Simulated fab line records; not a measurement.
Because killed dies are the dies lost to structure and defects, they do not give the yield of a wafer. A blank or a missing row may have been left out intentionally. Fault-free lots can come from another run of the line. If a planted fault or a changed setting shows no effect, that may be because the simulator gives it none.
Which of the tools did it? ; flow n5-finfet ; 11 lots with 30 wafers sampled at 4 steps, on a route of 1938 steps

WHAT THE GAUGES SHOWED, per wafer
N5_BEOL_M14_INSPECT_55: inspects for defects (darkfield).
lot;measured;on;raw-defect-count
L414;day 11 03:36;defect-inspect-01;48 64 47
L415;day 11 19:29;defect-inspect-02;59 106 106
L421;day 13 04:49;defect-inspect-02;84 75
L425;day 14 01:43;defect-inspect-01;51 53
L424;day 14 12:58;defect-inspect-01;87 111
L427;day 14 17:04;defect-inspect-02;54 75 37
L431;day 15 16:04;defect-inspect-01;58 51 50
L429;day 15 23:35;defect-inspect-01;49 63 43
L434;day 16 16:01;defect-inspect-02;50 106 51
L435;day 17 04:14;defect-inspect-02;75 63 73
L436;day 17 09:39;defect-inspect-02;68 80 69

TOOL THAT RAN EACH LOT (tool first, then ch and the chambers of the sampled wafers, then the start)
lot;N5_BEOL_M14_TRENCH_ETCH_34;N5_BEOL_M14_ANNEAL_48;N5_BEOL_M14_CMP_49
L414;rie-diel-02 ch 2,3, day 11 01:04;rtp-anneal-01 ch 0, day 11 02:50;cmp-04 ch 0,3, day 11 03:09
L415;rie-diel-05 ch 0,1,2, day 11 16:46;rtp-anneal-01 ch 0, day 11 18:45;cmp-03 ch 0,2,3, day 11 19:02
L421;rie-diel-05 ch 1, day 12 21:47;rtp-anneal-01 ch 0, day 13 04:09;cmp-04 ch 0,3, day 13 04:27
L425;rie-diel-05 ch 0,1, day 13 20:36;rtp-anneal-01 ch 0, day 14 01:01;cmp-04 ch 1,3, day 14 01:18
L424;rie-diel-02 ch 0,1, day 14 10:55;rtp-anneal-01 ch 0, day 14 12:11;cmp-04 ch 0,2, day 14 12:31
L427;rie-diel-05 ch 0,1, day 14 12:28;rtp-anneal-01 ch 0, day 14 16:22;cmp-03 ch 1,2, day 14 16:37
L431;rie-diel-05 ch 1,2, day 15 11:43;rtp-anneal-02 ch 0, day 15 15:19;cmp-01 ch 0,1,2, day 15 15:38
L429;rie-diel-01 ch 0,2, day 15 18:18;rtp-anneal-01 ch 0, day 15 22:52;cmp-01 ch 0,1,2, day 15 23:09
L434;rie-diel-02 ch 2,3, day 16 12:27;rtp-anneal-01 ch 0, day 16 15:17;cmp-01 ch 1,2,3, day 16 15:39
L435;rie-diel-01 ch 0,2,3, day 17 00:47;rtp-anneal-01 ch 0, day 17 03:20;cmp-03 ch 0,1, day 17 03:38
L436;rie-diel-05 ch 0,1,3, day 17 04:44;rtp-anneal-01 ch 0, day 17 08:54;cmp-04 ch 1,2,3, day 17 09:14
- N5_BEOL_M14_TRENCH_ETCH_34: etches SiO2 in C4F8/O2/Ar, target depth 556.65 nm, time 126.9 s.
- N5_BEOL_M14_ANNEAL_48: time 90 s.
- N5_BEOL_M14_CMP_49: polishes, stops on SiO2, t overpolish 5.2 s, target thk 560 nm.

THE ANSWER, worked out from the rows above alone
Rule: what is usual is taken from the lots themselves. The widest of any qualifying gaps counts: lots, ordered by their means at a reading, are off when they make up no more than a third of the lots, leave a main group of 4 or more, and stand apart from it by 3 or more times the standard deviation of that group's means. A main group whose means are all the same, to the digits that the tables above print for the reading, isn't used. Also off: a lot with no number at a reading for which 4 or more lots have one. All remaining lots with rows at the step are treated as sound.
No lot is off on any of the readings shown, so nothing can be concluded from this.

WHAT THE SIMULATOR HAD INSERTED
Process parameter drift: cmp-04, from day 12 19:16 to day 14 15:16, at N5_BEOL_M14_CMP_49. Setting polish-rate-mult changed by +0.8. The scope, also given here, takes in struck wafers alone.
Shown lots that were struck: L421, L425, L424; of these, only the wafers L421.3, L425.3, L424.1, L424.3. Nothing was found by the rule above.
